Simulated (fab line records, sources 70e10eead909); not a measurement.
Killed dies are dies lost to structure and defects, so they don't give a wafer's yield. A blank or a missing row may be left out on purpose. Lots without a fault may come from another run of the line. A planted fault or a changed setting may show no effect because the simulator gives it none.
A struck lot beside a sound one | flow nand_harc | 40 steps out of a route of 1302
Sound: wafers L686.3, L686.5, L686.6. Struck: wafer L697.6. (L697.1, L697.3 of the same lot were not struck and are left out.) The cause comes at the end.
At each step with rows: each side's tool, then ch and its chambers, then its first start. Under that, the readings that differ: sound wafers | struck wafers | difference of the means | sigmas: that difference in standard deviations of wafers without a fault.
alike: readings whose means differ by less than 2 such deviations, and words and numbers that are the same on both sides. not compared: withheld readings, readings that some wafer has no value for, bounds like >300 that may hide the same value, and numbers for which the record gives no deviation and whose values overlap.
The two part at a step that has a row with sigmas, a row that says differs or no value, or rows on one side only. Numbers that don't overlap but have no deviation are shown without sigmas and don't part them. A reading that every wafer of one side lacks parts them only if that side has two wafers or more.

NHARC_THIN_TSV_ETCH_44: etches the open film in CF4/O2, target depth 1594.2 nm, time 797.1 s.
  sound on rie_diel-13 ch 1,2,3, day 26 21:37; struck on rie_diel-13 ch 2, day 30 11:01
  alike: drypump_motor_current_A, oes_product_au, rf_vpp_V, showerhead_plenum_p_Torr, throttle_valve_pct
  not compared: rf_hours_counter_h
then, 1 step without rows for these wafers: NHARC_THIN_TSV_ETCH_15 (target depth 3000 nm, bosch target overetch cycles 2, bosch etch step 2.8 s).
NHARC_THIN_TSV_CD_MEAS_16:
  sound on cd_sem-02, day 26 22:14; struck on cd_sem-01, day 30 11:41
  alike: cd_nm
NHARC_THIN_TSV_STRIP_45: strips in O2.
  sound on plasma_asher-01 ch 0,1, day 26 22:26; struck on plasma_asher-02 ch 1, day 30 11:48
  reading            | sound       | struck | difference | sigmas
  heater_power_w (W) | 312 323 319 | 376    | +58        | +3
  alike: drypump_motor_current_A
  not compared: rf_hours_counter_h
then, 8 steps without rows for these wafers: NHARC_THIN_TSV_STRIP_46 (strips in post etch residue remover, time 1200 s); NHARC_THIN_TSV_DEP_47 (deposits SiO2, target thk 200 nm); NHARC_THIN_TSV_ETCHBACK_48 (etches the open film in C4F8/Ar, target depth 1028.5 nm, time 405.17 s); NHARC_THIN_TSV_STRIP_62 (strips in N2/H2, time 20 s); NHARC_THIN_TSV_DEGAS_49 (time 120 s); NHARC_THIN_TSV_PRE_CLEAN_50 (time 30 s); NHARC_THIN_TSV_PVD_19 (deposits TaN, target thk 20 nm); NHARC_THIN_TSV_PVD_51 (deposits Cu, target thk 100 nm).
NHARC_THIN_TSV_ECD_20: material Cu, target thk 2000 nm.
  sound on ecd_cu-02 ch 0,1, day 27 00:46; struck on ecd_cu-02 ch 0,1, day 30 13:56
then, 1 step without rows for these wafers: NHARC_THIN_TSV_ANNEAL_52 (time 90 s).
NHARC_THIN_TSV_CMP_21: polishes, t overpolish 30 s, target thk 2000 nm.
  sound on cmp-04 ch 0,2,3, day 27 01:37; struck on cmp-01 ch 2, day 30 15:04
  alike: motor_current_A, overpolish_run_s
then, 13 steps without rows for these wafers: NHARC_THIN_TSV_SRD_23; NHARC_THIN_TSV_DEGAS_53 (time 60 s); NHARC_THIN_TSV_PRE_CLEAN_54 (time 30 s); NHARC_THIN_TSV_PVD_55 (deposits TiN, target thk 50 nm); NHARC_THIN_TSV_PVD_24 (deposits Al, target thk 800 nm); NHARC_THIN_TSV_DEHYDRATE_25 (time 120 s); NHARC_THIN_TSV_HMDS_26 (time 30 s); NHARC_THIN_TSV_COAT_27; NHARC_THIN_TSV_SOFTBAKE_28 (time 95 s); NHARC_THIN_TSV_EBR_29; NHARC_THIN_TSV_EXPOSE_30 (exposes mask PAD); NHARC_THIN_TSV_PEB_31 (peb time 85 s); NHARC_THIN_TSV_DEVELOP_32 (time 70 s).
NHARC_THIN_TSV_CD_MEAS_33: target cd 5000 nm.
  sound on cd_sem-02 ch 0, day 27 03:08; struck on cd_sem-01 ch 0, day 30 16:29
  alike: cd_nm
then, 1 step without rows for these wafers: NHARC_THIN_TSV_HARDBAKE_34 (time 80 s).
NHARC_THIN_TSV_DESCUM_35: chemistry O2, time 3 s.
  sound on rie_diel-09 ch 1,2,3, day 27 03:19; struck on rie_diel-13 ch 2, day 30 16:39
  alike: drypump_motor_current_A, oes_product_au, rf_vpp_V, showerhead_plenum_p_Torr, throttle_valve_pct
  not compared: rf_hours_counter_h
NHARC_THIN_TSV_ETCH_59: etches the open film in Cl2/BCl3, target depth 880 nm, time 138.1 s.
  sound on rie_metal-03 ch 0,1, day 27 03:29; struck on rie_metal-03 ch 1, day 30 16:49
  reading               | sound             | struck | difference | sigmas
  oes_product_au (a.u.) | 0.999 1.006 1.004 | 1.018  | +0.015     | +2
  alike: drypump_motor_current_A, throttle_valve_pct
  not compared: rf_hours_counter_h
then, 3 steps without rows for these wafers: NHARC_THIN_TSV_ETCH_36 (etches the open film in Cl2/BCl3, target depth 65 nm, time 18.571 s); NHARC_THIN_TSV_STRIP_56 (strips in O2); NHARC_THIN_TSV_STRIP_57 (strips in post etch residue remover, time 1200 s).
NHARC_THIN_TSV_CD_MEAS_37:
  sound on cd_sem-02, day 27 04:35; struck on cd_sem-03, day 30 17:56
  alike: cd_nm
then, 1 step without rows for these wafers: NHARC_THIN_TSV_ANNEAL_58 (time 1800 s).
NHARC_THIN_TSV_INSPECT_40:
  sound on defect_inspect-01, day 27 08:04; struck on defect_inspect-01, day 30 20:11
  alike: raw_defect_count
NHARC_END_WLT_00:
  the record has rows for the sound wafers here (prober-02, day 27 09:08) and none for the struck ones
NHARC_END_SORT_01:
  the record has rows for the struck wafers here (prober-01 ch 0, day 31 04:20) and none for the sound ones

WHERE THEY PART
First at NHARC_THIN_TSV_STRIP_45; last, within this record, at NHARC_END_SORT_01.

WHY: what the simulator had put in
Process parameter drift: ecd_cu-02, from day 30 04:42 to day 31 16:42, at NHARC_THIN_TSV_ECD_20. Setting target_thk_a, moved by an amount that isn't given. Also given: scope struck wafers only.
